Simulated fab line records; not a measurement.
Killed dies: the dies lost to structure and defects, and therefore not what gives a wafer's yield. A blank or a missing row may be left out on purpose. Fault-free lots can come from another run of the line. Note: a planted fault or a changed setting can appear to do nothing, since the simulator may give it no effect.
fab line records -- flow n5Finfet
[record] lots = 13, wafers = 38, lastDay = 20
route steps=1938 shown BEOL_M14@1760 BEOL_M15@1776
lots that met no fault: taken from a fault-free run of the same line
startH: hours from the record's first day to the start of the lot's first wafer shown -- waitH: how many hours have passed since the lot's step before this one -- " the same as in the row above -- L1.1+2: several wafers, shown together as one row -- - no value, or no start given -- * or withheld: withheld -- < > ~ a bound
route shown NAME@n: a module of which the file shows steps, and the number in the route of the first -- usual: mean and standard deviation over wafers with no fault -- same: alike in all rows -- chamber/n: place in a boat -- sites: readings site by site -- _std_site: the standard deviation of these -- _edge_site: mean of outer sites minus mean of inner sites -- radiusMm: how far each site lies from the wafer's centre -- mask NAME#n: copy n -- behind: the last tool/chamber to shape the wafer -- hold: cause of the lot's hold/its duration in hours/its outcome -- device: whichever transistor did not switch (one of n, p or np) -- end of line: the tests these same wafers got at the end of their route -- where a step has no rows: the recipe by itself -- killed: count of dies lost to structure and defects at first sort (not the wafer's yield) -- map: a wafer's dies, marking killed ones x, the rest . and places with no die _
set.NAME: the setting the step ran with; set.NAME@STEP: the setting that earlier step ran with -- model.NAME: the simulator's own value behind a step, which no gauge read
route steps across a sampled set of lots; one table per step, one row per wafer
services: a tool's chamber out of use, with start hour (startH, from the record's first day; less than 0 if before it), hours out, and reason
[[steps]]
[step N5_BEOL_M14_DEGAS_41]
[recipe] ambient = vacuum, tempC = 300, timeS = 60
[usual] heaterPowerW = 475/37
lot.wafer,tool,chamber,startH,waitH,heaterPowerW
L763.2,pvdSputter-01,-,234.72,0.1,461
L763.5,pvdSputter-01,-,234.72,0.1,451
L763.6,pvdSputter-01,-,234.72,0.1,490
L762.2,pvdSputter-03,-,239.49,0.0,515
L762.4,pvdSputter-03,-,239.49,0.0,515
L762.6,pvdSputter-03,-,239.49,0.0,423
L766.1,pvdSputter-03,-,255.27,0.0,445
L766.2,pvdSputter-03,-,255.27,0.0,507
L766.6,pvdSputter-03,-,255.27,0.0,517
L765.2,pvdSputter-01,-,255.51,0.0,466
L765.4,pvdSputter-01,-,255.51,0.0,526
L765.5,pvdSputter-01,-,255.51,0.0,478
L772.2,pvdSputter-02,-,287.70,0.5,487
L772.5,pvdSputter-02,-,287.70,0.5,440
L772.6,pvdSputter-02,-,287.70,0.5,479
L773.1,pvdSputter-01,-,291.21,0.5,456
L773.3,pvdSputter-01,-,291.21,0.5,407
L773.6,pvdSputter-01,-,291.21,0.5,463
L781.3,pvdSputter-01,-,400.94,0.4,447
L781.4,pvdSputter-01,-,400.94,0.4,525
L781.6,pvdSputter-01,-,400.94,0.4,487
L784.1,pvdSputter-01,-,401.42,0.4,524
L784.5,pvdSputter-01,-,401.42,0.4,466
L784.6,pvdSputter-01,-,401.42,0.4,472
L782.1,pvdSputter-02,-,403.42,0.4,445
L782.4,pvdSputter-02,-,403.42,0.4,507
L782.5,pvdSputter-02,-,403.42,0.4,445
L779.3,pvdSputter-01,-,404.14,0.5,409
L779.5,pvdSputter-01,-,404.14,0.5,492
L779.6,pvdSputter-01,-,404.14,0.5,526
L783.3,pvdSputter-03,-,422.24,0.2,433
L783.6,pvdSputter-03,-,422.24,0.2,532
L785.4,pvdSputter-02,-,434.09,0.3,483
L785.5,pvdSputter-02,-,434.09,0.3,445
L785.6,pvdSputter-02,-,434.09,0.3,454
L780.1,pvdSputter-01,-,437.36,0.3,485
L780.3,pvdSputter-01,-,437.36,0.3,514
L780.5,pvdSputter-01,-,437.36,0.3,417
[step N5_BEOL_M14_SPUTTER_45]
[recipe] material = Cu, targetThkA = 1000, tempC = -20, biasV = 60, powerW = 26000, chamberPressurePa = 0.13, timeS = 16.67
[usual] throttleValvePct = 30.2/1.1
lot.wafer,tool,chamber,startH,waitH,throttleValvePct
L763.2,pvdSputter-01,-,234.96,0.0,31.0
L763.5,pvdSputter-01,-,234.96,0.0,30.8
L763.6,pvdSputter-01,-,234.96,0.0,31.2
L762.2,pvdSputter-03,-,239.75,0.0,31.0
L762.4,pvdSputter-03,-,239.75,0.0,29.8
L762.6,pvdSputter-03,-,239.75,0.0,30.3
L766.1,pvdSputter-03,-,255.51,0.0,30.1
L766.2,pvdSputter-03,-,255.51,0.0,29.7
L766.6,pvdSputter-03,-,255.51,0.0,30.9
L765.2,pvdSputter-01,-,255.75,0.0,30.8
L765.4,pvdSputter-01,-,255.75,0.0,31.6
L765.5,pvdSputter-01,-,255.75,0.0,31.0
L772.2,pvdSputter-02,-,287.94,0.0,28.0
L772.5,pvdSputter-02,-,287.94,0.0,29.8
L772.6,pvdSputter-02,-,287.94,0.0,30.7
L773.1,pvdSputter-01,-,291.45,0.0,30.5
L773.3,pvdSputter-01,-,291.45,0.0,28.1
L773.6,pvdSputter-01,-,291.45,0.0,30.7
L781.3,pvdSputter-01,-,401.18,0.0,31.0
L781.4,pvdSputter-01,-,401.18,0.0,31.5
L781.6,pvdSputter-01,-,401.18,0.0,31.0
L784.1,pvdSputter-01,-,401.66,0.0,31.4
L784.5,pvdSputter-01,-,401.66,0.0,30.8
L784.6,pvdSputter-01,-,401.66,0.0,31.4
L782.1,pvdSputter-02,-,403.66,0.0,29.9
L782.4,pvdSputter-02,-,403.66,0.0,27.9
L782.5,pvdSputter-02,-,403.66,0.0,30.1
L779.3,pvdSputter-01,-,404.38,0.0,28.2
L779.5,pvdSputter-01,-,404.38,0.0,31.0
L779.6,pvdSputter-01,-,404.38,0.0,31.5
L783.3,pvdSputter-03,-,422.48,0.0,30.4
L783.6,pvdSputter-03,-,422.48,0.0,29.2
L785.4,pvdSputter-02,-,434.33,0.0,30.7
L785.5,pvdSputter-02,-,434.33,0.0,31.5
L785.6,pvdSputter-02,-,434.33,0.0,30.0
L780.1,pvdSputter-01,-,437.60,0.0,31.3
L780.3,pvdSputter-01,-,437.60,0.0,31.5
L780.5,pvdSputter-01,-,437.60,0.0,28.1
[step N5_BEOL_M14_ANNEAL_48]
[recipe] tempC = 225, timeS = 90, ambient = N2
[usual] wafer_temp_C_max = 226.1/0.38
lot.wafer,tool,chamber,startH,waitH,wafer_temp_C_max
L763.2,rtpAnneal-02,0,235.36,0.2,226.0
L763.5,rtpAnneal-02,0,235.36,0.2,226.1
L763.6,rtpAnneal-02,0,235.36,0.2,225.8
L762.2,rtpAnneal-02,0,240.11,0.2,226.0
L762.4,rtpAnneal-02,0,240.11,0.2,225.7
L762.6,rtpAnneal-02,0,240.11,0.2,225.7
L766.1,rtpAnneal-02,0,255.82,0.1,225.8
L766.2,rtpAnneal-02,0,255.82,0.1,226.1
L766.6,rtpAnneal-02,0,255.82,0.1,226.2
L765.2,rtpAnneal-02,0,256.14,0.2,226.0
L765.4,rtpAnneal-02,0,256.14,0.2,225.9
L765.5,rtpAnneal-02,0,256.14,0.2,225.7
L772.2,rtpAnneal-02,0,288.29,0.2,226.2
L772.5,rtpAnneal-02,0,288.29,0.2,226.2
L772.6,rtpAnneal-02,0,288.29,0.2,225.9
L773.1,rtpAnneal-01,0,291.76,0.1,226.1
L773.3,rtpAnneal-01,0,291.76,0.1,226.1
L773.6,rtpAnneal-01,0,291.76,0.1,226.9
L781.3,rtpAnneal-02,0,401.59,0.2,225.4
L781.4,rtpAnneal-02,0,401.59,0.2,226.0
L781.6,rtpAnneal-02,0,401.59,0.2,225.5
L784.1,rtpAnneal-02,0,402.22,0.4,225.5
L784.5,rtpAnneal-02,0,402.22,0.4,225.6
L784.6,rtpAnneal-02,0,402.22,0.4,225.8
L782.1,rtpAnneal-01,0,404.09,0.3,226.5
L782.4,rtpAnneal-01,0,404.09,0.3,226.4
L782.5,rtpAnneal-01,0,404.09,0.3,226.6
L779.3,rtpAnneal-01,0,404.78,0.2,226.3
L779.5,rtpAnneal-01,0,404.78,0.2,226.5
L779.6,rtpAnneal-01,0,404.78,0.2,226.4
L783.3,rtpAnneal-01,0,422.88,0.2,226.2
L783.6,rtpAnneal-01,0,422.88,0.2,226.0
L785.4,rtpAnneal-02,0,435.23,0.7,226.0
L785.5,rtpAnneal-02,0,435.23,0.7,225.9
L785.6,rtpAnneal-02,0,435.23,0.7,225.6
L780.1,rtpAnneal-02,0,437.91,0.1,226.1
L780.3,rtpAnneal-02,0,437.91,0.1,226.0
L780.5,rtpAnneal-02,0,437.91,0.1,226.1
[step N5_BEOL_M15_COAT_04]
[recipe] spinRpm = 1704, resistThkNm = 800
[usual] spinSpeedRpm = 1703.8/1.3
lot.wafer,tool,chamber,startH,waitH,spinSpeedRpm
L763.2,lithoTrack-02,0,236.58,-,1704.9
L763.5,lithoTrack-02,0,236.58,-,1702.1
L763.6,lithoTrack-02,0,236.58,-,1703.7
L762.2,lithoTrack-02,0,241.15,-,1701.8
L762.4,lithoTrack-02,0,241.15,-,1703.6
L762.6,lithoTrack-02,0,241.15,-,1703.3
L766.1,lithoTrack-05,0,257.00,-,1702.7
L766.2,lithoTrack-05,0,257.00,-,1702.4
L766.6,lithoTrack-05,0,257.00,-,1701.9
L765.2,lithoTrack-02,0,257.16,-,1703.6
L765.4,lithoTrack-02,0,257.16,-,1703.0
L765.5,lithoTrack-02,0,257.16,-,1703.0
L772.2,lithoTrack-05,0,289.35,-,2025.6
L772.5,lithoTrack-05,0,289.35,-,2023.8
L772.6,lithoTrack-05,0,289.35,-,2022.2
L773.1,lithoTrack-05,0,292.85,-,2024.6
L773.3,lithoTrack-05,0,292.85,-,2025.7
L773.6,lithoTrack-05,0,292.85,-,2026.7
L781.3,lithoTrack-05,0,402.57,-,1703.2
L781.4,lithoTrack-05,0,402.57,-,1704.4
L781.6,lithoTrack-05,0,402.57,-,1704.5
L784.1,lithoTrack-05,0,403.40,-,1703.8
L784.5,lithoTrack-05,0,403.40,-,1704.0
L784.6,lithoTrack-05,0,403.40,-,1703.6
L782.1,lithoTrack-05,0,405.24,-,1705.3
L782.4,lithoTrack-05,0,405.24,-,1703.6
L782.5,lithoTrack-05,0,405.24,-,1704.8
L779.3,lithoTrack-03,0,405.87,-,1703.1
L779.5,lithoTrack-03,0,405.87,-,1703.3
L779.6,lithoTrack-03,0,405.87,-,1704.4
L783.3,lithoTrack-05,0,423.86,-,1703.1
L783.6,lithoTrack-05,0,423.86,-,1701.9
L785.4,lithoTrack-03,0,436.16,-,1703.3
L785.5,lithoTrack-03,0,436.16,-,1703.5
L785.6,lithoTrack-03,0,436.16,-,1703.2
L780.1,lithoTrack-02,0,438.99,-,1703.5
L780.3,lithoTrack-02,0,438.99,-,1704.6
L780.5,lithoTrack-02,0,438.99,-,1704.6
[[services]]
tool,chamber,startH,hours,kind
lithoTrack-05,-,222.73,-,consumableReplace:filter
pvdSputter-01,-,303.96,11.5,repair
rtpAnneal-01,-,352.62,3.9,pm
lithoTrack-03,-,397.28,-,consumableReplace:filter
pvdSputter-02,-,408.76,24.6,repair
[[key]]
[firstSign] step = N5_BEOL_M15_COAT_04, reading = spinSpeedRpm, direction = up, sigmas = 99+, usual = *, struck = *
effect none on later readings
metAt N5_BEOL_M15_COAT_04
struckLots L772,L773
notActingAt N5_BEOL_M14_DEGAS_41,N5_BEOL_M14_SPUTTER_45,N5_BEOL_M14_ANNEAL_48
onsetBetween 257.00 289.35
[fault] kind = processParameterDrift, tool = lithoTrack-05, chamber = -, onsetH = 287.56, steps = N5_BEOL_M15_COAT_04, channel = spinRpm, offset = *, shape = step, endH = 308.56, actsIn = *, stated = *
